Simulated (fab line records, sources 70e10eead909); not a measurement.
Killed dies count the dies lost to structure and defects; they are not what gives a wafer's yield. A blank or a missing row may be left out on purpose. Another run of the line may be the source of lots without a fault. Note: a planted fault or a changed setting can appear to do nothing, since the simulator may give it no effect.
Matching of chambers    flow nand-harc    NHARC_A_CONTACT_ETCH_102 on rie-diel-13 has 4 sister chambers
The step etches the open film in CF4/O2, target depth 100 nm, overetch 10 nm, time 55 s. 4 wafers are shown with their chamber, then 7 later ones without.

== WAFERS, EACH WITH ITS CHAMBER ==
wafer   chamber  showerhead-plenum-p-Torr (Torr)
L570.3  3        1.30
L570.6  2        1.25
L572.2  1        1.37
L572.3  0        1.33

== WAFERS WITH NO CHAMBER GIVEN ==
wafer   showerhead-plenum-p-Torr (Torr)
L572.4  1.29
L576.1  1.25
L576.3  1.29
L576.5  1.33
L577.1  1.33
L577.3  1.37
L577.6  1.37

== CHAMBER TAKEN BY EACH ==
wafer   from the rows above  in truth
L572.4  3                    3
L576.1  2                    2
L576.3  3                    3
L576.5  0                    0
L577.1  0                    0
L577.3  1                    1
L577.6  1                    1
Correct placement for 7 of the 7. Not placeable from these rows: 0. Number placed wrongly: 0.
How it was worked out, from the rows above alone: a wafer's distance from a chamber is the root of the sum, over the readings, of the square of ((its reading less the chamber's mean) divided by the reading's scatter). The wafer belongs to the nearest chamber; if the next one is less than 2 further off, it can't be placed. Each chamber's mean is taken over the wafers shown for it. The scatter (one wafer shown for each chamber): square how far every hidden wafer sits from the nearest shown wafer, average those squares and take the square root.
